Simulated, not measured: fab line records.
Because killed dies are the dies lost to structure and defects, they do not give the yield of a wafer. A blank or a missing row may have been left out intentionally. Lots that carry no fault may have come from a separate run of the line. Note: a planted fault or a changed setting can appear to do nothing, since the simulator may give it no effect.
Split-lot study ; flow n5Finfet ; 21 wafers read from 7 lots, route of 1938 steps

## SPLIT DETAILS
At N5_HKMG_FIN_ETCH_58 (etches SOC in N2/H2, target depth 215.8 nm, time 741 s), the setting sourceW was moved away from the recipe's 875 W on 7 of the 21 wafers read, by -7.1% to +14.6%. For the rest of the wafers, this setting stayed at what the recipe calls for.

Reading taken at the split's own step.

## THE READING
rfVppV, in V, at N5_HKMG_FIN_ETCH_58 (etches SOC in N2/H2, target depth 215.8 nm, time 741 s). Fault-free wafers of this fab line usually give 98.7 V, standard deviation 0.98 V.

wafer;tool, chamber at the split;sourceW as run, W;against the recipe;rfVppV, V;against lot-mates on the recipe
L076.1;rieDiel-04, 1;875;recipe;99.2;-
L076.3;rieDiel-04, 0;875;recipe;98.4;-
L076.6;rieDiel-04, 1;964.6;+10.2%;95.2;-3.6
L079.2;rieDiel-06, 0;1003;+14.6%;93.4;-4.9
L079.3;rieDiel-06, 2;1003;+14.6%;93.7;-4.6
L079.5;rieDiel-06, 2;875;recipe;98.3;-
L080.2;rieDiel-06, 3;812.5;-7.1%;101.3;+1.4
L080.4;rieDiel-06, 0;875;recipe;100.7;-
L080.6;rieDiel-06, 1;875;recipe;99.1;-
L084.3;rieDiel-04, 1;875;recipe;98.6;-
L084.4;rieDiel-04, 2;875;recipe;100.2;-
L084.6;rieDiel-04, 2;835.1;-4.6%;99.7;+0.3
L088.2;rieDiel-04, 1;947.2;+8.3%;96.2;-2.6
L088.4;rieDiel-04, 3;875;recipe;99.1;-
L088.6;rieDiel-04, 1;875;recipe;98.5;-
L094.1;rieDiel-03, 1;999.3;+14.2%;95.6;-4.0
L094.3;rieDiel-03, 3;875;recipe;101.4;-
L094.5;rieDiel-03, 1;875;recipe;97.7;-
L097.1;rieDiel-04, 1;875;recipe;97.2;-
L097.2;rieDiel-04, 3;875;recipe;97.3;-
L097.6;rieDiel-04, 3;875;recipe;99.4;-

FIT RESULTS
A straight line over all 21 wafers: rfVppV changes by -0.324 V for each +1% of sourceW; r = -0.88; the points scatter about the line by 1.1 V.
The same after taking each lot's own level away (the mean of its wafers on the recipe; 21 wafers): -0.294 V for each +1%; r = -0.90; scatter 0.89 V.
Per that fit: largest sourceW move, reading shift of 4.3 V.
Measured against the standard deviation above, the lots' own levels, which go from 97.97 to 99.90 V, span 2.0 times it.
In other words, the slope is changed by the lot-to-lot level; the two fits disagree.
Check: -4.31 V against its lot-mates is what the line predicts for one of the wafers moved furthest among these (+14.6%) when that wafer is left out of the fit. It came out at -4.9 V against them.
Tool readings at the split's step, against how far the setting was moved: rfVppV r = -0.88.

## FURTHER SPLITS ON THESE WAFERS
These wafers also went through other splits before the reading. Each is held against what the fit with the lots' levels taken away leaves over:
other split on the same wafers;wafers away from the commonest value;r with rfVppV (lot level and that fit taken away)
N5_WELL_APT_EXPOSE_05 doseMj;6;-0.11
N5_WELL_APT_DEVELOP_07 developTimeS;6;-0.25
N5_PMOS_HMC_CHANNEL_EPI_PEB_07 pebTempC;4;+0.05
N5_DUMMY_GATE_PECVD_30 timeS;7;-0.18
N5_DUMMY_GATE_COAT_28 spinRpm;6;+0.18
N5_SD_EPI_N_ETCH_45 targetDepthA;10;+0.03
N5_SD_EPI_N_ETCH_16 targetDepthA;7;-0.05
N5_HKMG_FIN_ETCH_54 sourceW;8;+0.20

## THE WHOLE CHAIN: every reading that the file lists as answering this split, in the file's order
step;what it does;reading;change (the file's fit);r (the file's)
N5_HKMG_FIN_ETCH_58;etches SOC in N2/H2, target depth 215.8 nm, time 741 s;rfVppV;-0.298 V for each +1% of the setting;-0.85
N5_HKMG_FIN_ETCH_58;etches SOC in N2/H2, target depth 215.8 nm, time 741 s;HKMG_FIN.featureDepthNm (the simulator's own value, which no gauge read);+1.98 nm for each +1% of the setting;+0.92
N5_HKMG_FIN_ETCH_58;etches SOC in N2/H2, target depth 215.8 nm, time 741 s;etch.depthNm (the simulator's own value, which no gauge read);+1.98 nm for each +1% of the setting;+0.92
N5_HKMG_FIN_ETCH_58;etches SOC in N2/H2, target depth 215.8 nm, time 741 s;SOC_of_HKMG_FIN_COAT_41.thkNm (the simulator's own value, which no gauge read);-1.99 nm for each +1% of the setting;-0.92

## THE FILE'S OWN FIT
rfVppV changes by -0.298 V for each +1% of sourceW, r = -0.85.
